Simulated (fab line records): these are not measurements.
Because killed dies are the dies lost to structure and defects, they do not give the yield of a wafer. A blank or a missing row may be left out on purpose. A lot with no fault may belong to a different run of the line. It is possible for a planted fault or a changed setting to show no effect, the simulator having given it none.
A struck lot beside a sound one ; flow n5-finfet ; 37 out of 1938 route steps
Sound: wafers L486.1, L486.4, L486.5. Struck: wafer L473.1. (L473.3 of the same lot was not struck and is left out.) The cause comes at the end.
Each step with rows lists, per side, the tool, then ch with its chambers, then its first start. Under that, the readings that differ: sound wafers ; struck wafers ; difference of the means ; sigmas: that difference in standard deviations of wafers without a fault.
alike: readings whose means differ by less than 2 such deviations, and words and numbers that are the same on both sides. not compared: withheld readings, readings that some wafer has no value for, bounds like >300 that may hide the same value, and numbers for which the record gives no deviation and whose values overlap.
A row with sigmas, a row that says differs or no value, or rows on one side alone: a step with any of these is where the two part. Numbers that have no deviation but don't overlap get no sigmas and don't part them. A reading that every wafer of one side lacks parts them only if that side has two wafers or more.

first, 9 steps without rows for these wafers: N5_BEOL_M8_DESCUM_33 (chemistry O2, time 7 s); N5_BEOL_M8_ETCH_72 (etches underlayer in N2/H2, target depth 6.5 nm, time 5.2 s); N5_BEOL_M8_ETCH_65 (etches SiARC in CF4, target depth 15.6 nm, time 26 s); N5_BEOL_M8_ETCH_66 (etches SOC in N2/H2, target depth 80 nm, overetch 16 nm, time 120 s); N5_BEOL_M8_STRIP_69 (strips in N2/H2); N5_BEOL_M8_STRIP_73 (strips in N2/H2); N5_BEOL_M8_VIA_ETCH_34 (etches SiCOH lowk in C4F6/O2, target depth 125.5 nm, time 50.5 s); N5_BEOL_M8_STRIP_76 (strips in C4F6/O2); N5_BEOL_M8_STRIP_36 (strips in N2/H2).
N5_BEOL_M8_TRENCH_ETCH_37: etches SiCOH lowk in C4F6/O2, target depth 93.478 nm, time 31.2 s.
  sound on rie-diel-02 ch 1,2,3, day 15 22:11; struck on rie-diel-02 ch 3, day 12 02:25
reading;sound;struck;difference;sigmas
showerhead-plenum-p-Torr (Torr);3.03 3.01 3.00;2.68;-0.33;-3
model.BEOL_M8.feature-depth-nm (nm);91 94.8 92.2;126.4;+33.7;
model.etch.depth-nm (nm);91.07 94.86 92.14;126.4;+33.7;
model.TiN_of_BEOL_M8_HM_DEP_02.thk-nm (nm);17.2 17.2 17.2;16.6;-0.6;
  alike: chamber-pressure-mTorr, drypump-motor-current-A, oes-product-au, rf-vpp-V, throttle-valve-pct
  not compared: rf-hours-counter-h
then, 2 steps without rows for these wafers: N5_BEOL_M8_ETCH_41 (etches SiCN in CH3F/O2, target depth 31.9 nm, time 57.8 s); N5_BEOL_M8_STRIP_80 (strips in N2/H2, time 10 s).
N5_BEOL_M8_OCD_MEAS_38:
  sound on ocd-02, day 15 22:20; struck on ocd-02, day 12 02:34
reading;sound;struck;difference;sigmas
trench-depth-nm (nm);91.4 95.6 92.3;126.3;+33.2;+18
then, 13 steps without rows for these wafers: N5_BEOL_M8_HM_STRIP_39 (strips TiN in peroxide tin strip, target depth 25 nm, time 158 s); N5_BEOL_M8_SRD_40 (time 30 s); N5_BEOL_M8_PRECLEAN_42 (cleans in residue remover, time 60 s); N5_BEOL_M8_SRD_43 (time 30 s); N5_BEOL_M8_CURE_75 (cures SiCOH lowk, time 120 s); N5_BEOL_M8_DEGAS_44 (time 60 s); N5_BEOL_M8_PRE_CLEAN_45 (time 30 s); N5_BEOL_M8_ALD_77 (deposits TaN, target thk 2 nm, pulse time 2 s, purge time 3 s); N5_BEOL_M8_SURFACE_TREAT_79; N5_BEOL_M8_CVD_78 (deposits Co from CCTBA/H2, target thk 2 nm, time 142.3 s); N5_BEOL_M8_SPUTTER_48 (material Cu, target thk 10 nm, time 1.667 s); N5_BEOL_M8_ECD_50 (material Cu, target thk 300 nm); N5_BEOL_M8_ANNEAL_51 (time 90 s).
N5_BEOL_M8_CMP_52: polishes, stops on SiCOH lowk, t overpolish 6.9 s, target thk 80 nm.
  sound on cmp-02 ch 0,3, day 16 00:45; struck on cmp-04 ch 2, day 12 04:45
reading;sound;struck;difference;sigmas
model.Cu_of_BEOL_M8_ECD_50.thk-nm (nm);77.8 80.2 79;112.8;+33.8;
  alike: clearing-platen-rpm, motor-current-A, retaining-ring-pressure-frac
N5_BEOL_M8_THK_MEAS_53: measures by xrf.
  sound on film-metro-01, day 16 01:03; struck on film-metro-02, day 12 05:02
reading;sound;struck;difference;sigmas
M8_THK (nm);77.8 80.2 79.1;112.7;+33.7;+17
then, 2 steps without rows for these wafers: N5_BEOL_M8_PRE_CLEAN_55 (time 15 s); N5_BEOL_M8_DEP_56 (deposits SiCN from 3MS/NH3, target thk 10 nm, time 17.5 s).
N5_BEOL_M8_RS_MEAS_57: the measuring method here is four-point-probe.
  sound on film-metro-02, day 16 01:11; struck on film-metro-01, day 12 05:10
reading;sound;struck;difference;sigmas
M8_RS (ohm/sq);0.295 0.285 0.290;0.193;-0.097;-11
then, 5 steps without rows for these wafers: N5_BEOL_M9_ILD_DEP_00 (deposits SiCOH lowk from DEMS/porogen, target thk 308.51 nm, time 58 s); N5_BEOL_M9_CURE_71 (cures SiCOH lowk, time 240 s); N5_BEOL_M9_PECVD_70 (deposits SiO2 from TEOS/O2, target thk 20 nm, time 22.7 s); N5_BEOL_M9_HM_DEP_02 (deposits TiN, target thk 20 nm); N5_BEOL_M9_COAT_59 (time 60 s, resist thk 100 nm).
-- a jump in the record: the struck wafers' starts before and after are 2 days apart (it breaks off in module BEOL_M9 and resumes in module BEOL_M15, where the first step shown is number 1830 of the route) --
N5_BEOL_M15_RC_MEAS_101:
  sound on prober-01 ch 0, day 18 02:05; struck on prober-01 ch 0, day 14 11:29
reading;sound;struck;difference;sigmas
COMB_M13 (S/m);5.9e-12 5.7e-12 4.4e-12;2.8e-12;-2.5e-12;-3
COMB_M7_max_site (S/m);2.1e-11 2.4e-11 3e-11;4.8e-11;+2.3e-11;+3
SERP_M8 (ohm/um);14.2 13.2 13.5;9.5;-4.1;-8
SERP_M8_max_site (ohm/um);14.8 13.6 14.0;9.9;-4.2;-8
  alike: COMB_M10, COMB_M11, COMB_M11_max_site, COMB_M12, COMB_M14, COMB_M15, COMB_M5, COMB_M6, COMB_M7, COMB_M9, COMB_M9_max_site, SERP_M10, SERP_M11, SERP_M12, SERP_M13, SERP_M14, SERP_M14_max_site, SERP_M5, SERP_M6, SERP_M7, SERP_M9

WHERE THEY PART
At N5_BEOL_M8_TRENCH_ETCH_37 first; at N5_BEOL_M15_RC_MEAS_101 last (within this record only).

WHY: the cause the simulator had injected
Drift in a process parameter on rie-diel-02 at N5_BEOL_M8_TRENCH_ETCH_37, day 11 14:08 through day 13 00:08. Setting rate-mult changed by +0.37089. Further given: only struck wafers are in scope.
